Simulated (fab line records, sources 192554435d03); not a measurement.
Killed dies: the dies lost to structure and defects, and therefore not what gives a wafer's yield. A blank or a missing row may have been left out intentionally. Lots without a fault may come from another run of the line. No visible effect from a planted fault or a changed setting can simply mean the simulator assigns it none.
fab line records	flow n5-finfet
[record] lots = 13	wafers = 35	last-day = 18
route steps=1938 shown BEOL_M13@1709 BEOL_M14@1718 PASSIVATION@1936
lots that met no fault: taken from a fault-free run of the same line
start-h: hours from the record's opening day to when the first of the lot's shown wafers began	wait-h: hours elapsed since this lot's preceding step	" same as the row above	L1.1+2: one row covering several wafers at once	- no value, or no start given	* or withheld: withheld	< > ~ a bound
route shown NAME@n: NAME is a module with steps in the file, n the number in the route of the first one	usual: mean/standard deviation of fault-free wafers	same: alike in all rows	chamber/n: place in a boat	sites: per-site readings	_std_site: the values' standard deviation	_edge_site: mean of outer sites minus mean of inner sites	radius-mm: for every site, how far away it sits from the centre of the wafer	mask NAME#n: copy n	behind: tool/chamber where the wafer was last shaped	hold: the reason the lot was held/the length of the hold in hours/how it ended	device: names the non-switching transistor (n, p or np)	end of line: tests of these same wafers at the route's end	for a step that has no rows: nothing shown but its recipe	killed: the dies lost at the first sort to structure and to defects; this is not the yield of the wafer	map: per-die view of a wafer (x killed, . not killed, _ where there is no die)
set.NAME: the setting that was run; set.NAME@STEP: the one run at that earlier step	model.NAME: the simulator's own value behind a step, which no gauge read
a sample of lots followed through the steps of the route, with each step as a table and each wafer as a row
services: the hour from which a tool's chamber was out of use, counted from the record's first day as start-h (under 0 if before that day), plus the number of hours and why
[[steps]]
[step N5_BEOL_M13_ANNEAL_48]
[recipe] temp-c = 225	time-s = 90	ambient = N2
[usual] anneal-temp-c-max = 226.08/0.29	wafer_temp_C_max = 226.5/0.47
lot.wafer	tool	chamber	start-h	wait-h	anneal-temp-c-max	wafer_temp_C_max
L284.3	rtp-anneal-01	0	283.75	0.7	225.79	226.4
L284.4	"	0	"	"	225.86	226.4
L284.6	"	0	"	"	225.49	226.3
L288.1	rtp-anneal-02	0	285.96	0.1	226.28	226.4
L288.3	"	0	"	"	226.54	226.2
L291.4	rtp-anneal-02	0	300.23	0.2	226.28	226.1
L291.5	"	0	"	"	226.50	225.9
L290.1	rtp-anneal-01	0	300.95	0.4	226.08	226.7
L290.3	"	0	"	"	225.81	226.9
L290.6	"	0	"	"	226.18	226.9
L289.4	rtp-anneal-01	0	311.52	0.4	225.90	226.4
L289.5	"	0	"	"	226.32	226.3
L293.2	rtp-anneal-01	0	329.81	0.2	225.70	227.6
L293.5	"	0	"	"	225.75	227.0
L293.6	"	0	"	"	226.03	226.6
L295.2	rtp-anneal-01	0	337.69	0.2	225.71	226.5
L295.3	"	0	"	"	225.88	226.5
L295.6	"	0	"	"	225.73	226.8
L297.2	rtp-anneal-01	0	358.06	1.3	225.75	227.0
L297.3	"	0	"	"	225.63	226.9
L303.1	rtp-anneal-02	0	379.70	0.3	226.20	225.8
L303.2	"	0	"	"	226.16	226.1
L303.4	"	0	"	"	225.99	226.7
L302.2	rtp-anneal-02	0	381.34	0.2	226.04	226.1
L302.3	"	0	"	"	226.27	226.1
L302.6	"	0	"	"	226.33	226.0
L304.4	rtp-anneal-01	0	395.16	0.2	225.80	228.0
L304.5	"	0	"	"	225.80	227.3
L304.6	"	0	"	"	226.00	227.1
L305.1	rtp-anneal-02	0	402.94	0.1	225.90	226.4
L305.3	"	0	"	"	226.37	226.4
L305.5	"	0	"	"	226.62	225.6
L306.2	rtp-anneal-01	0	406.77	0.2	226.25	226.4
L306.3	"	0	"	"	226.03	226.8
L306.6	"	0	"	"	226.03	227.1
[step N5_BEOL_M13_DEP_53]
[recipe] material = SiCN	target-thk-a = 500	temp-c = withheld	precursor = 3MS/NH3	pressure-torr = 3	rf-w = 675	time-s = 17.8
[usual] chamber-pressure-Torr = 2.999/0.0071	showerhead-plenum-p-Torr = 4.151/0.023	throttle-valve-pct = 18.0/0.57
lot.wafer	tool	chamber	start-h	wait-h	chamber-pressure-Torr	showerhead-plenum-p-Torr	throttle-valve-pct
L284.3	pecvd-01	0	284.48	0.0	2.998	4.117	18.1
L284.4	"	0	"	"	3.004	4.113	17.9
L284.6	"	2	"	"	3.005	4.127	17.1
L288.1	pecvd-03	0	286.61	0.0	3.012	4.144	17.7
L288.3	"	2	"	"	3.006	4.183	17.3
L291.4	pecvd-02	2	300.77	0.0	2.994	4.174	17.7
L291.5	"	0	"	"	2.996	4.170	18.0
L290.1	pecvd-03	0	301.60	0.0	2.992	4.125	17.7
L290.3	"	2	"	"	3.002	4.176	17.0
L290.6	"	2	"	"	2.998	4.184	16.9
L289.4	pecvd-01	0	312.06	0.0	2.990	4.106	18.1
L289.5	"	2	"	"	2.997	4.132	17.1
L293.2	pecvd-01	2	330.41	0.0	2.994	4.131	17.2
L293.5	"	2	"	"	2.986	4.119	17.4
L293.6	"	1	"	"	3.001	4.140	18.9
L295.2	pecvd-02	2	338.30	0.0	2.999	4.185	18.1
L295.3	"	0	"	"	3.003	4.166	17.9
L295.6	"	0	"	"	3.004	4.171	17.9
L297.2	pecvd-01	1	358.68	0.0	3.007	4.154	18.6
L297.3	"	0	"	"	3.007	4.110	18.0
L303.1	pecvd-03	1	380.36	0.0	3.006	4.171	18.7
L303.2	"	2	"	"	2.997	4.181	17.4
L303.4	"	1	"	"	2.990	4.152	18.7
L302.2	pecvd-01	1	381.95	0.0	3.008	4.150	18.8
L302.3	"	2	"	"	3.026	4.124	17.2
L302.6	"	0	"	"	3.005	4.108	18.1
L304.4	pecvd-03	0	395.70	0.0	2.982	4.146	17.8
L304.5	"	2	"	"	2.990	4.184	17.1
L304.6	"	0	"	"	2.994	4.132	17.7
L305.1	pecvd-01	2	403.60	0.0	3.004	4.127	17.1
L305.3	"	1	"	"	2.999	4.146	18.8
L305.5	"	1	"	"	3.004	4.151	18.8
L306.2	pecvd-02	1	407.38	0.0	2.992	4.155	18.7
L306.3	"	0	"	"	3.000	4.170	18.0
L306.6	"	2	"	"	3.008	4.178	18.1
[step N5_BEOL_M13_INSPECT_55]
[recipe] inspect-instrument = darkfield	mode = post-dep
[usual] raw-defect-count = 71/24
lot.wafer	tool	chamber	start-h	wait-h	raw-defect-count
L284.3	defect-inspect-02	-	284.58	0.0	52
L284.4	"	-	"	"	74
L284.6	"	-	"	"	47
L288.1	defect-inspect-01	-	286.70	0.0	55
L288.3	"	-	"	"	94
L291.4	defect-inspect-02	-	300.87	0.0	146
L291.5	"	-	"	"	61
L290.1	defect-inspect-02	-	301.70	0.0	67
L290.3	"	-	"	"	46
L290.6	"	-	"	"	73
L289.4	defect-inspect-02	-	312.14	0.0	114
L289.5	"	-	"	"	85
L293.2	defect-inspect-01	-	330.52	0.0	75
L293.5	"	-	"	"	46
L293.6	"	-	"	"	100
L295.2	defect-inspect-02	-	338.39	0.0	64
L295.3	"	-	"	"	37
L295.6	"	-	"	"	52
L297.2	defect-inspect-01	-	358.78	0.0	54
L297.3	"	-	"	"	62
L303.1	defect-inspect-02	-	380.45	0.0	135
L303.2	"	-	"	"	97
L303.4	"	-	"	"	83
L302.2	defect-inspect-01	-	382.04	0.0	27
L302.3	"	-	"	"	51
L302.6	"	-	"	"	34
L304.4	defect-inspect-02	-	395.80	0.0	89
L304.5	"	-	"	"	85
L304.6	"	-	"	"	78
L305.1	defect-inspect-02	-	403.69	0.0	71
L305.3	"	-	"	"	81
L305.5	"	-	"	"	98
L306.2	defect-inspect-01	-	407.48	0.0	117
L306.3	"	-	"	"	92
L306.6	"	-	"	"	105
[step N5_BEOL_M14_COAT_58]
[recipe] resist = BARC	temp-c = 205	time-s = 60	spin-rpm = 1500	resist-thk-nm = 89
[usual] spin-speed-rpm = 1499.7/1.2
lot.wafer	tool	chamber	start-h	wait-h	spin-speed-rpm
L284.3	litho-track-02	0	284.83	0.0	1499.9
L284.4	"	0	"	"	1499.9
L284.6	"	0	"	"	1499.9
L288.1	litho-track-04	0	286.96	0.0	1499.1
L288.3	"	0	"	"	1498.3
L291.4	litho-track-04	0	301.13	0.0	1498.1
L291.5	"	0	"	"	1498.9
L290.1	litho-track-01	0	301.95	0.0	1501.5
L290.3	"	0	"	"	1499.3
L290.6	"	0	"	"	1499.1
L289.4	litho-track-01	0	312.40	0.0	1499.8
L289.5	"	0	"	"	1498.8
L293.2	litho-track-01	0	330.78	0.0	1499.7
L293.5	"	0	"	"	1498.2
L293.6	"	0	"	"	1499.2
L295.2	litho-track-04	0	338.65	0.0	1499.5
L295.3	"	0	"	"	1501.0
L295.6	"	0	"	"	1500.0
L297.2	litho-track-01	0	359.04	0.0	1501.7
L297.3	"	0	"	"	1499.3
L303.1	litho-track-04	0	380.71	0.0	1607.8
L303.2	"	0	"	"	1608.2
L303.4	"	0	"	"	1608.4
L302.2	litho-track-04	0	382.30	0.0	1608.5
L302.3	"	0	"	"	1607.3
L302.6	"	0	"	"	1607.8
L304.4	litho-track-02	0	396.06	0.0	1502.1
L304.5	"	0	"	"	1499.9
L304.6	"	0	"	"	1497.8
L305.1	litho-track-01	0	403.95	0.0	1501.4
L305.3	"	0	"	"	1500.6
L305.5	"	0	"	"	1500.0
L306.2	litho-track-02	0	407.73	0.0	1500.6
L306.3	"	0	"	"	1498.3
L306.6	"	0	"	"	1496.9
[step N5_PASSIVATION_PROBE_49]
[usual] defect-limited-yield = 91.2/1.6	killed_at_M0_to_M3 = 35/11	killed_at_M4_up = 14/5.4	killed-at-contacts = 13/6	killed-at-front-end = 38/11	killed-at-other = 3.4/2.6	killed-dies = 104/19	killed-open = 68/13	killed-short = 34/8.5	sort_bin_5_function = 5.1/1	sort_bin_6_memory = 3.3/0.72	sort_bin_8_speed = 0.1/0.9	sort-n-pass = 1075/22	sort-yield-pct = 91.1/1.9
[same] gross-dies = 1180	killed-at-back-side = 0	sort_bin_4_leakage[%] = 0
lot.wafer	tool	chamber	start-h	wait-h	defect-limited-yield[%]	killed_at_M0_to_M3	killed_at_M4_up	killed-at-contacts	killed-at-front-end	killed-at-other	killed-dies	killed-open	killed-short	sort_bin_5_function[%]	sort_bin_6_memory[%]	sort_bin_8_speed[%]	sort-n-pass	sort-yield-pct[%]
L303.1	prober-01	-	408.97	0.0	88.7	37	15	17	63	1	133	88	29	5.2	4.7	0	1047	88.7
L302.3	prober-01	-	414.99	0.1	89.2	43	17	13	53	1	127	81	46	5.9	4.3	0	1053	89.2
// killed by level:class
L303.1 FIN_SAQP:geometric-particle:open=17 HKMG_FIN:area-etch=15 MOL_CONTACT_COAG:geometric-particle:open=13 STI_FIN_REVEAL:geometric-particle:open=11 BEOL_M3:geometric-particle:open=11 FIN_SAQP:geometric-particle:short=8 BEOL_M1:geometric-particle:open=7 BEOL_M0_SAQP:geometric-particle:short=6
L302.3 BEOL_M0_SAQP:geometric-particle:open=19 STI_FIN_REVEAL:geometric-particle:open=14 FIN_SAQP:geometric-particle:short=12 BEOL_M0_SAQP:geometric-particle:short=12 MOL_CONTACT_COAG:geometric-particle:open=10 BEOL_M4:geometric-particle:open=8 FIN_SAQP:geometric-particle:open=7 DUMMY_GATE:geometric-particle:open=5
[[services]]
tool	chamber	start-h	hours	kind
litho-track-02	-	275.21	-	consumable-replace:filter
pecvd-02	1	295.80	5.9	repair
pecvd-03	2	302.47	2.1	scheduled-down
pecvd-03	0	306.33	5.5	scheduled-down
pecvd-03	-	352.80	0.8	pm
pecvd-03	1	383.62	-	clean
pecvd-03	1	383.62	-	consumable-replace:showerhead
pecvd-03	1	383.62	29.0	scheduled-down
pecvd-03	1	383.62	29.0	vent-cycle
pecvd-03	-	397.30	2.8	pm
[[key]]
[first-sign] step = N5_BEOL_M14_COAT_58	reading = spin-speed-rpm	direction = up	sigmas = 93	usual = *	struck = *
effect none on later readings
met-at N5_BEOL_M14_COAT_58
struck-lots L302,L303
[baseline-loss] step = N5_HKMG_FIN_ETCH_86	wafers = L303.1
not-acting-at N5_BEOL_M13_ANNEAL_48,N5_BEOL_M13_DEP_53,N5_BEOL_M13_INSPECT_55
onset-between 338.65 380.71
[fault] kind = process-parameter-drift	tool = litho-track-04	chamber = -	onset-h = 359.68	steps = N5_BEOL_M14_COAT_58	channel = spin-rpm	offset = *	shape = step	end-h = 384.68	acts-in = *	stated = *
// baseline-loss: these wafers lose ten dies or more at that step, a loss of the line's own and not of a fault; the sort's usual values leave them out
